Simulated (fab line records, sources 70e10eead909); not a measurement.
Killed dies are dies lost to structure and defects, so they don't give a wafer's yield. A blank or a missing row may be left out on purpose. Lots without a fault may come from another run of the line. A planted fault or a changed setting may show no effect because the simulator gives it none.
fab line records | flow nand_harc
record lots=12 wafers=36 last_day=33
route steps=1302 shown A_WL_FILL@975 A_CONTACT@994
lots that met no fault: from a run of the same line without faults
start_h: hours from the record's first day to the start of the lot's first wafer shown | wait_h: hours since the lot's step before | " the same as in the row above | L1.1+2: a row that stands for several wafers | - no value, or no start given | * or withheld: withheld | < > ~ a bound
route shown NAME@n: a module of which the file shows steps, and the number in the route of the first | usual: mean/standard deviation of fault-free wafers | same: alike in all rows | chamber/n: place in a boat | sites: the reading at each site | _std_site: their standard deviation | _edge_site: outer sites' mean less inner sites' | radius_mm: how far each site lies from the wafer's centre | mask NAME#n: copy n | behind: the tool/chamber that last shaped the wafer | hold: why the lot was held/for how many hours/how that ended | device: the transistor (n, p or np) that didn't switch | end of line: the same wafers' tests at the end of the route | a step without rows: its recipe alone | killed: dies lost to structure and defects at the first sort, not the wafer's yield | map: a wafer's dies, x killed, . not, _ none there
set.NAME: the setting as run; set.NAME@STEP: as run at that earlier step | model.NAME: the simulator's own value behind a step, which no gauge read
steps of the route over a sample of lots; a table a step, a row a wafer
services: from which hour (start_h, from the record's first day; less than 0 if before it) a tool's chamber was out of use, for how many hours, and why
## steps
# step NHARC_A_WL_FILL_ALD_19
# recipe target_thk_a=20 pulse_time_s=3 ald_cycles=100 temp_c=450 material=TiN
# usual heater_power_w=1094/78 precursor_pulse_height_rel=1.000/0.022
# same pulse_time_s=3
# columns lot.wafer tool chamber start_h wait_h heater_power_w precursor_pulse_height_rel since_wet_clean_h
L867.1 ald_metal-01 1 494.35 0.1 1062 1.003 136
L867.3 " 2 " " 1251 0.984 136
L867.5 " 0 " " 990 0.951 -
L868.2 ald_metal-04 3 494.35 0.1 1106 1.011 10
L868.4 " 1 " " 1079 0.962 10
L868.5 " 3 " " 1137 1.004 -
L870.1 ald_metal-04 3 519.62 0.1 1176 1.020 36
L870.2 " 1 " " 1118 1.010 36
L870.3 " 2 " " 1079 1.036 36
L873.1 ald_metal-04 3 550.97 0.1 1123 0.976 67
L873.4 " 2 " " 1033 1.014 67
L873.6 " 0 " " 1203 1.010 -
L874.3 ald_metal-02 2 554.11 0.1 1007 0.988 112
L874.2 " 3 " " 1049 0.992 112
L874.5 " 3 " " 1012 0.981 -
L876.4 ald_metal-01 0 585.53 0.1 1039 0.989 50
L876.3 " 2 " " 1264 0.987 50
L876.5 " 0 " " 1040 1.003 -
L877.1 ald_metal-04 3 585.53 0.1 1151 0.977 102
L877.2 " 2 " " 1081 1.024 102
L877.6 " 0 " " 1169 0.974 -
L883.2 ald_metal-01 1 631.13 0.1 1040 0.964 95
L883.4 " 2 " " 1256 0.993 95
L883.5 " 0 " " 1032 1.009 -
L885.4 ald_metal-01 3 663.82 0.1 1053 1.009 128
L885.2 " 0 " " 1048 1.060 128
L885.1 " 2 " " 1244 0.980 128
L886.2 ald_metal-02 1 682.61 0.1 1120 0.995 63
L886.4 " 2 " " 1015 0.995 63
L886.5 " 0 " " 976 1.024 -
L888.3 ald_metal-02 1 699.31 0.1 1108 0.985 79
L888.2 " 2 " " 980 1.032 79
L888.5 " 1 " " 1070 1.000 -
L889.3 ald_metal-02 0 710.72 0.1 1005 1.003 91
L889.5 " 3 " " 1069 0.991 -
L889.6 " 0 " " 1024 1.004 -
# step NHARC_A_WL_FILL_CVD_20
# recipe target_thk_a=1000 temp_c=400 pressure_torr=40 wf6_flow_sccm=40 h2_flow_sccm=1600 ar_flow_sccm=1560 time_s=74 material=W
# usual heater_power_w=863/72 throttle_valve_pct=8.0/0.31
# columns lot.wafer tool chamber start_h wait_h heater_power_w since_wet_clean_h throttle_valve_pct
L868.2 cvd_w-02 0 - - 813 32 8.0
L868.4 " 0 " " 797 - 8.3
L868.5 " 0 " " 809 - 8.0
L867.1 cvd_w-01 0 - - 804 115 8.4
L867.3 " 0 " " 840 - 8.6
L867.5 " 1 " " 922 - 8.6
L870.1 cvd_w-02 1 - - 961 57 7.9
L870.2 " 0 " " 813 57 8.2
L870.3 " 0 " " 810 - 8.0
L873.1 cvd_w-02 0 - - 810 89 8.2
L873.4 " 0 " " 828 - 8.2
L873.6 " 0 " " 804 - 8.0
L874.2 cvd_w-02 1 - - 924 91 7.7
L874.3 " 1 " " 953 - 7.6
L874.5 " 1 " " 953 - 7.6
L876.4 cvd_w-01 1 - - 874 - 8.2
L876.3 " 0 " " 809 - 8.2
L876.5 " 1 " " 889 - 8.1
L877.2 cvd_w-01 1 - - 879 26 8.1
L877.1 " 0 " " 792 26 7.9
L877.6 " 0 " " 816 - 8.3
L883.2 cvd_w-01 1 - - 871 71 7.9
L883.4 " 0 " " 792 - 8.2
L883.5 " 1 " " 897 - 8.4
L885.1 cvd_w-02 0 - - 733 20 8.3
L885.2 " 1 " " 965 20 7.5
L885.4 " 1 " " 960 - 7.4
L886.2 cvd_w-01 1 - - 885 123 8.1
L886.4 " 1 " " 915 - 8.1
L886.5 " 1 " " 876 - 8.2
L888.2 cvd_w-02 1 - - 973 56 7.5
L888.3 " 0 " " 752 - 8.4
L888.5 " 1 " " 984 - 7.3
L889.3 cvd_w-02 0 - - 726 - 8.5
L889.6 " 1 " " 970 - 7.5
L889.5 " 0 " " 726 - 8.1
# step NHARC_A_CONTACT_EXPOSE_39
# recipe na=1.35 sigma_outer=0.8 dose_mj=58.79 mask_id=A_CC_3
# usual exposure_dose_mJ_cm2=58.74/0.06
# columns lot.wafer tool chamber start_h wait_h mask exposure_dose_mJ_cm2
L868.2 arfi_scanner-03 0 500.79 - A_CC_3#0 58.72
L868.4 " 0 " " A_CC_3#0 58.69
L868.5 " 0 " " A_CC_3#0 58.83
L867.1 arfi_scanner-03 0 501.67 - A_CC_3#0 58.73
L867.3 " 0 " " A_CC_3#0 58.74
L867.5 " 0 " " A_CC_3#0 58.68
L870.1 arfi_scanner-03 0 527.27 - A_CC_3#0 58.85
L870.2 " 0 " " A_CC_3#0 58.86
L870.3 " 0 " " A_CC_3#0 58.81
L873.1 arfi_scanner-01 0 561.96 - A_CC_3#0 58.71
L873.4 " 0 " " A_CC_3#0 58.72
L873.6 " 0 " " A_CC_3#0 58.68
L874.2 arfi_scanner-02 0 564.40 - A_CC_3#0 58.79
L874.3 " 0 " " A_CC_3#0 58.83
L874.5 " 0 " " A_CC_3#0 58.75
L876.3 arfi_scanner-01 0 593.47 - A_CC_3#0 58.68
L876.4 " 0 " " A_CC_3#0 58.70
L876.5 " 0 " " A_CC_3#0 58.72
L877.1 arfi_scanner-03 0 594.22 - A_CC_3#0 58.75
L877.2 " 0 " " A_CC_3#0 58.74
L877.6 " 0 " " A_CC_3#0 58.75
L883.2 arfi_scanner-03 0 638.71 - A_CC_3#0 84.76
L883.4 " 0 " " A_CC_3#0 84.70
L883.5 " 0 " " A_CC_3#0 84.80
L885.1 arfi_scanner-02 0 670.08 - A_CC_3#0 58.68
L885.2 " 0 " " A_CC_3#0 58.77
L885.4 " 0 " " A_CC_3#0 58.81
L886.2 arfi_scanner-03 0 693.82 - A_CC_3#0 79.60
L886.4 " 0 " " A_CC_3#0 79.55
L886.5 " 0 " " A_CC_3#0 79.50
L888.2 arfi_scanner-01 0 706.42 - A_CC_3#0 58.78
L888.3 " 0 " " A_CC_3#0 58.76
L888.5 " 0 " " A_CC_3#0 58.64
L889.3 arfi_scanner-02 0 717.13 - A_CC_3#0 58.78
L889.5 " 0 " " A_CC_3#0 58.71
L889.6 " 0 " " A_CC_3#0 58.78
# step NHARC_A_CONTACT_CD_MEAS_42
# recipe target_cd_nm=300 landing_energy_ev=500
# usual cd_nm=300.2/0.45
# columns lot.wafer tool chamber start_h wait_h cd_nm
L868.2 cd_sem-03 0 500.93 - 300.0
L868.4 " 0 " " 299.7
L868.5 " 0 " " 300.1
L867.1 cd_sem-03 0 501.81 - 300.8
L867.3 " 0 " " 300.9
L867.5 " 0 " " 300.1
L870.1 cd_sem-02 0 527.41 - 300.7
L870.2 " 0 " " 300.4
L870.3 " 0 " " 301.1
L873.1 cd_sem-01 0 562.10 - 300.2
L873.4 " 0 " " 300.1
L873.6 " 0 " " 300.5
L874.2 cd_sem-02 0 564.54 - 299.9
L874.3 " 0 " " 299.7
L874.5 " 0 " " 299.8
L876.3 cd_sem-03 0 593.61 - 300.4
L876.4 " 0 " " 299.8
L876.5 " 0 " " 299.8
L877.1 cd_sem-01 0 594.36 - 300.3
L877.2 " 0 " " 299.6
L877.6 " 0 " " 299.7
L883.2 cd_sem-03 0 638.85 - 321.1
L883.4 " 0 " " 320.4
L883.5 " 0 " " 321.4
L885.1 cd_sem-02 0 670.22 - 300.0
L885.2 " 0 " " 299.9
L885.4 " 0 " " 299.7
L886.2 cd_sem-01 0 693.96 - 317.1
L886.4 " 0 " " 317.4
L886.5 " 0 " " 317.5
L888.2 cd_sem-01 0 706.56 - 300.3
L888.3 " 0 " " 300.5
L888.5 " 0 " " 300.5
L889.3 cd_sem-02 0 717.26 - 301.0
L889.5 " 0 " " 300.0
L889.6 " 0 " " 301.0
# step NHARC_A_CONTACT_ETCH_50
# recipe target_depth_a=1210 time_s=60.5 cf4_flow_sccm=100 chf3_flow_sccm=30 ar_flow_sccm=0 rf_w=500 bias_w=200 chemistry=CF4/CHF3
# usual drypump_motor_current_A=5.8/0.53 oes_product_au=0.952/0.024 rf_vpp_V=370.3/2.4 showerhead_plenum_p_Torr=1.56/0.066 throttle_valve_pct=16.801/0.0093
# columns lot.wafer tool chamber start_h wait_h drypump_motor_current_A oes_product_au rf_hours_counter_h rf_vpp_V showerhead_plenum_p_Torr throttle_valve_pct
L868.2 rie_diel-06 0 - - 5.6 0.945 5 373.5 1.63 16.797
L868.4 " 1 " " 5.4 0.961 4 371.4 1.60 16.807
L868.5 " 1 " " 5.5 0.959 - 371.8 1.60 16.801
L867.3 rie_diel-01 3 - - 4.9 0.915 36 367.9 1.49 16.809
L867.1 " 1 " " 6.7 0.922 34 370.8 1.58 16.801
L867.5 " 3 " " 4.9 0.913 - 366.9 1.49 16.799
L870.2 rie_diel-06 1 - - 5.5 0.957 11 371.6 1.60 16.798
L870.3 " 3 " " 6.5 0.983 12 375.7 1.70 16.805
L870.1 " 0 " " 5.6 0.970 13 371.4 1.63 16.796
L873.4 rie_diel-06 3 - - 6.5 0.958 22 374.5 1.69 16.794
L873.1 " 0 " " 5.6 0.967 22 373.1 1.63 16.787
L873.6 " 0 " " 5.6 0.957 - 372.7 1.63 16.791
L874.3 rie_diel-04 3 - - 5.7 0.946 3 368.5 1.50 16.801
L874.2 " 0 " " 6.6 0.992 2 373.3 1.64 16.812
L874.5 " 3 " " 5.7 0.943 - 368.9 1.50 16.796
L876.4 rie_diel-04 2 - - 5.8 0.939 9 366.1 1.47 16.798
L876.3 " 0 " " 6.6 0.964 7 373.1 1.64 16.799
L876.5 " 3 " " 5.7 0.934 - 368.2 1.50 16.822
L877.1 rie_diel-01 3 - - 4.9 0.949 13 368.2 1.48 16.799
L877.2 " 0 " " 5.5 0.938 14 368.9 1.56 16.807
L877.6 " 3 " " 4.9 0.944 - 367.5 1.48 16.785
L883.2 rie_diel-04 0 - - 6.6 0.982 12 374.4 1.64 16.798
L883.4 " 1 " " 5.9 0.973 14 368.5 1.52 16.801
L883.5 " 2 " " 5.8 0.958 - 366.0 1.47 16.803
L885.1 rie_diel-06 2 - - 5.0 0.987 0 368.8 1.53 16.787
L885.2 " 3 " " 6.5 0.996 0 376.3 1.68 16.806
L885.4 " 0 " " 5.6 0.970 0 372.6 1.62 16.793
L886.2 rie_diel-06 2 - - 5.0 0.926 7 369.7 1.53 16.799
L886.4 " 0 " " 5.6 0.925 8 372.6 1.61 16.801
L886.5 " 2 " " 5.0 0.923 - 367.5 1.53 16.825
L888.3 rie_diel-04 0 - - 6.6 0.979 20 372.8 1.64 16.801
L888.2 " 1 " " 6.0 0.973 22 368.7 1.51 16.799
L888.5 " 3 " " 5.7 0.973 - 367.6 1.49 16.809
L889.3 rie_diel-06 1 - - 5.5 0.936 16 371.4 1.58 16.790
L889.6 " 1 " " 5.5 0.939 - 372.1 1.58 16.799
L889.5 " 2 " " 5.0 0.975 - 369.1 1.53 16.821
## services
# columns tool chamber start_h hours kind
ald_metal-04 - 474.00 10.0 pm
rie_diel-04 0 480.25 2.6 repair
rie_diel-06 - 484.25 9.0 pm
ald_metal-02 3 487.75 1.9 repair
arfi_scanner-03 - 489.12 0.2 repair
rie_diel-04 2 521.24 4.1 repair
ald_metal-01 3 521.47 26.6 repair
ald_metal-01 - 526.00 10.0 pm
rie_diel-04 - 532.46 9.0 pm
arfi_scanner-03 - 534.05 2.0 repair
ald_metal-02 0 535.66 24.4 repair
cvd_w-01 1 536.49 7.6 repair
arfi_scanner-03 - 540.00 4.0 pm
cvd_w-01 - 547.18 13.0 pm
ald_metal-01 0 586.15 3.5 repair
rie_diel-06 0 595.74 4.3 repair
ald_metal-02 0 596.80 13.7 repair
cvd_w-01 - 623.89 1.2 repair
cvd_w-02 - 625.20 0.7 repair
cvd_w-02 - 631.00 13.0 pm
arfi_scanner-03 - 642.69 6.3 repair
rie_diel-06 2 654.40 3.1 repair
rie_diel-06 - 661.25 9.0 pm
arfi_scanner-03 - 712.00 4.0 pm
## key
first_sign step=NHARC_A_CONTACT_EXPOSE_39 reading=exposure_dose_mJ_cm2 direction=up sigmas=99+ usual=58.74 struck=82.15
effect step=NHARC_A_CONTACT_CD_MEAS_42 reading=cd_nm direction=up sigmas=42 usual=300.2 struck=319.2 through=control_loop
met_at NHARC_A_CONTACT_EXPOSE_39
struck_lots L883,L886
tester_left_out L883,L886
loop_trim step=NHARC_A_CONTACT_EXPOSE_39 setting=dose lots=L886
not_acting_at NHARC_A_WL_FILL_ALD_19,NHARC_A_WL_FILL_CVD_20,NHARC_A_CONTACT_ETCH_50
onset_between 594.22 638.71
fault kind=process_parameter_drift tool=arfi_scanner-03 chamber=- onset_h=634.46 steps=NHARC_A_CONTACT_EXPOSE_39 channel=dose_mj offset=26.06 shape=step acts_in=these_recipes_only stated=58.79
# tester_left_out: of these lots the tester's yield and bins aren't shown, on N5 and GAA mostly nor the transistor test; their killed dies are dies lost to structure and defects alone, not to doping, threshold or leakage, so they don't give the yield
# loop_trim: a control loop set the setting to another value than it would have without faults
